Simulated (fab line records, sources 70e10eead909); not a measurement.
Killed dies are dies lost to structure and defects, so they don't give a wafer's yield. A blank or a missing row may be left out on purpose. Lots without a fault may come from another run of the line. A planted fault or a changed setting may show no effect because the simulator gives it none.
Which tool did it? | flow nand_harc | 12 lots, 36 wafers sampled, at 5 steps of a route of 1159

WHAT THE GAUGES READ, wafer by wafer
NHARC_A_SLIT_CD_MEAS_09: target cd 300 nm. Usual: cd_nm 300.1 nm, standard deviation 0.63.
lot  | measured     | on        | cd_nm (nm)        | flag
L946 | day 14 14:10 | cd_sem-02 | 301.1 301.3 300.2 |
L948 | day 14 15:41 | cd_sem-01 | 300.5 299.7 300.0 |
L945 | day 14 23:02 | cd_sem-02 | 300.1 299.9 299.4 |
L950 | day 14 23:13 | cd_sem-03 | 300.4 300.9 300.6 |
L952 | day 16 11:26 | cd_sem-02 | 299.4 299.7 301.1 |
L954 | day 16 19:05 | cd_sem-02 | 300.2 299.8 299.3 |
L955 | day 16 17:53 | cd_sem-01 | 300.3 299.6 299.2 |
L951 | day 16 20:58 | cd_sem-01 | 299.6 300.6 300.1 |
L956 | day 17 03:37 | cd_sem-02 | 300.7 299.5 300.1 |
L961 | day 17 23:20 | cd_sem-02 | 299.8 299.4 300.1 |
L965 | day 19 08:15 | cd_sem-01 | 299.6 300.4 300.3 |
L968 | day 20 03:24 | cd_sem-02 | 299.8 299.9 300.5 |

NHARC_END_SORT_01. Usual: killed_at_array 28, standard deviation 9.1; killed_at_other 0.6, standard deviation 0.87; killed_at_periphery 3.4, standard deviation 2.7; killed_dies 32, standard deviation 9; killed_open 3.2, standard deviation 1.9; killed_short 2.0, standard deviation 1.3.
lot  | measured     | on        | killed_at_array | killed_at_other | killed_at_periphery | killed_dies | killed_open | killed_short | flag
L954 | day 22 00:27 | prober-02 | 676 674 672     | 0 1 1           | 1 2 4               | 677 677 677 | 2 1 4       | 1 2 5        | OFF
L955 | day 23 06:07 | prober-02 | 676 673 674     | 1 0 0           | 0 4 3               | 677 677 677 | 0 1 1       | 3 2 4        | OFF

WHICH TOOL RAN EACH LOT (tool, then ch and the chambers of the sampled wafers, then the start)
lot  | NHARC_A_STAIRCASE_DEP_471       | NHARC_A_SGD_CUT_ETCH_58            | NHARC_A_SLIT_DEP_25
L946 | pecvd-01 ch 0,1,2, day 14 00:34 | rie_diel-07 ch 1,2,3, day 14 02:06 | pecvd-02 ch 0,2, day 14 10:25
L948 | pecvd-02 ch 0,1,2, day 14 01:02 | rie_diel-10 ch 1,2,3, day 14 02:35 | pecvd-03 ch 0,1,2, day 14 10:26
L945 | pecvd-01 ch 0,1,2, day 14 11:51 | rie_diel-10 ch 2,3, day 14 13:31   | pecvd-03 ch 1,2, day 14 20:07
L950 | pecvd-02 ch 0,2, day 14 12:06   | rie_diel-07 ch 0,1,2, day 14 13:46 | pecvd-02 ch 0,2, day 14 20:10
L952 | pecvd-01 ch 0,1, day 15 22:52   | rie_diel-07 ch 1,2,3, day 16 00:27 | pecvd-03 ch 0,1, day 16 07:38
L954 | pecvd-04 ch 0,1,2, day 16 04:30 | rie_diel-10 ch 1,2, day 16 05:58   | pecvd-02 ch 0,1,2, day 16 13:04
L955 | pecvd-01 ch 1,2, day 16 04:46   | rie_diel-02 ch 0,3, day 16 06:35   | pecvd-03 ch 0,2, day 16 12:53
L951 | pecvd-01 ch 0,1,2, day 16 07:53 | rie_diel-07 ch 1,2,3, day 16 09:28 | pecvd-03 ch 0,1,2, day 16 15:43
L956 | pecvd-02 ch 0,1,2, day 16 16:32 | rie_diel-10 ch 2,3, day 16 18:16   | pecvd-03 ch 0,1,2, day 17 00:21
L961 | pecvd-02 ch 0,1, day 17 11:13   | rie_diel-07 ch 0,2,3, day 17 12:50 | pecvd-03 ch 0,1, day 17 20:29
L965 | pecvd-04 ch 0,1,2, day 18 20:49 | rie_diel-02 ch 0,3, day 18 22:23   | pecvd-03 ch 0,1, day 19 04:48
L968 | pecvd-04 ch 0,2, day 19 15:46   | rie_diel-10 ch 0,3, day 19 17:26   | pecvd-03 ch 0,2, day 19 23:46
- NHARC_A_STAIRCASE_DEP_471: deposits SiO2, target thk 100 nm.
- NHARC_A_SGD_CUT_ETCH_58: etches the open film in CF4, target depth 39 nm, time 65 s.
- NHARC_A_SLIT_DEP_25: deposits SiO2, target thk 200 nm.

WHAT THE TOOLS THEMSELVES READ (means of the sampled wafers that have a number; where no wafer has one, the mark that the record gives instead)
NHARC_A_STAIRCASE_DEP_471. Usual: chamber_pressure_Torr 6.501 Torr, standard deviation 0.016; flow_sccm 2649 sccm, standard deviation 7.8; heater_power_w 508 W, standard deviation 93; throttle_valve_pct 15.6 %, standard deviation 0.73.
lot  | tool     | chamber_pressure_Torr (Torr) | flow_sccm (sccm) | heater_power_w (W) | throttle_valve_pct (%) | flag
L946 | pecvd-01 | 6.502                        | 2648             | 535                | 15.9                   |
L948 | pecvd-02 | 6.487                        | 2651             | 485                | 15.3                   |
L945 | pecvd-01 | 6.499                        | 2655             | 542                | 15.9                   |
L950 | pecvd-02 | 6.485                        | 2652             | 496                | 15.0                   |
L952 | pecvd-01 | 6.519                        | 2655             | 483                | 16.2                   |
L954 | pecvd-04 | 6.512                        | 2641             | 532                | 15.7                   |
L955 | pecvd-01 | 6.497                        | 2653             | 544                | 16.0                   |
L951 | pecvd-01 | 6.494                        | 2647             | 501                | 16.0                   |
L956 | pecvd-02 | 6.498                        | 2643             | 491                | 15.2                   |
L961 | pecvd-02 | 6.517                        | 2643             | 405                | 15.4                   |
L965 | pecvd-04 | 6.511                        | 2651             | 547                | 15.5                   |
L968 | pecvd-04 | 6.492                        | 2640             | 457                | 15.2                   |

NHARC_A_SGD_CUT_ETCH_58. Usual: drypump_motor_current_A 5.8 A, standard deviation 0.43; oes_product_au 1.000 a.u., standard deviation 0.011; rf_vpp_V 151.2 V, standard deviation 1.1; showerhead_plenum_p_Torr 1.76 Torr, standard deviation 0.058; throttle_valve_pct 13.283 %, standard deviation 0.0091.
lot  | tool        | drypump_motor_current_A (A) | oes_product_au (a.u.) | rf_vpp_V (V) | showerhead_plenum_p_Torr (Torr) | throttle_valve_pct (%) | flag
L946 | rie_diel-07 | 6.0                         | 1.010                 | 149.8        | 1.70                            | 13.282                 |
L948 | rie_diel-10 | 5.8                         | 0.993                 | 150.7        | 1.75                            | 13.289                 |
L945 | rie_diel-10 | 5.9                         | 1.002                 | 151.1        | 1.77                            | 13.282                 |
L950 | rie_diel-07 | 5.9                         | 1.005                 | 150.9        | 1.70                            | 13.290                 |
L952 | rie_diel-07 | 6.1                         | 1.004                 | 150.5        | 1.69                            | 13.280                 |
L954 | rie_diel-10 | 5.6                         | 0.996                 | 151.6        | 1.73                            | 13.276                 |
L955 | rie_diel-02 | 5.6                         | 0.994                 | 152.2        | 1.83                            | 13.287                 |
L951 | rie_diel-07 | 6.1                         | 0.988                 | 151.0        | 1.69                            | 13.287                 |
L956 | rie_diel-10 | 6.2                         | 0.997                 | 151.5        | 1.78                            | 13.293                 |
L961 | rie_diel-07 | 6.1                         | 0.999                 | 150.9        | 1.72                            | 13.282                 |
L965 | rie_diel-02 | 5.8                         | 1.001                 | 151.9        | 1.85                            | 13.279                 |
L968 | rie_diel-10 | 5.6                         | 0.997                 | 151.0        | 1.75                            | 13.271                 |

NHARC_A_SLIT_DEP_25. Usual: chamber_pressure_Torr 6.502 Torr, standard deviation 0.014; flow_sccm 2650 sccm, standard deviation 8; heater_power_w 505 W, standard deviation 74; throttle_valve_pct 15.7 %, standard deviation 0.47.
lot  | tool     | chamber_pressure_Torr (Torr) | flow_sccm (sccm) | heater_power_w (W) | throttle_valve_pct (%) | flag
L946 | pecvd-02 | 6.509                        | 2653             | 498                | 15.0                   |
L948 | pecvd-03 | 6.500                        | 2646             | 516                | 15.7                   |
L945 | pecvd-03 | 6.492                        | 2644             | 484                | 15.6                   |
L950 | pecvd-02 | 6.507                        | 2656             | 501                | 15.1                   |
L952 | pecvd-03 | 6.507                        | 2649             | 479                | 15.6                   |
L954 | pecvd-02 | -                            | -                | -                  | -                      | OFF
L955 | pecvd-03 | -                            | -                | -                  | -                      | OFF
L951 | pecvd-03 | 6.511                        | 2647             | 538                | 15.7                   |
L956 | pecvd-03 | 6.506                        | 2643             | 548                | 15.6                   |
L961 | pecvd-03 | 6.504                        | 2655             | 478                | 15.8                   |
L965 | pecvd-03 | 6.496                        | 2658             | 537                | 15.9                   |
L968 | pecvd-03 | 6.504                        | 2646             | 506                | 15.8                   |

THE ANSWER, worked out from the rows above alone
Rule: a lot is off if the mean of its wafers that have a number lies more than 3 standard deviations from the usual mean. A lot without any number at a reading at which 4 lots or more have one is off too. The other lots that the step has rows for count as sound. The gauges are gone through in route order, then the tools' own readings, and for those a lot's mean is taken as printed above. The first step at which some lot is off is used, and at that step the reading that is off furthest; a lot without a number counts as furthest.
Off: L954, L955, at NHARC_END_SORT_01 (killed_dies). Neither off nor sound, because the step has no rows for them: L946, L948, L945, L950, L952, L951, L956, L961, L965, L968.
A tool fits if, at a process step before that reading, it ran every lot that is off, and no sound lot after the first of them. The gauges at NHARC_END_SORT_01 aren't tried: what is off there is off at NHARC_A_SLIT_DEP_25 too, on other tools, and a gauge's error can't cause that. None of those tried fits.

WHAT THE SIMULATOR HAD PUT IN
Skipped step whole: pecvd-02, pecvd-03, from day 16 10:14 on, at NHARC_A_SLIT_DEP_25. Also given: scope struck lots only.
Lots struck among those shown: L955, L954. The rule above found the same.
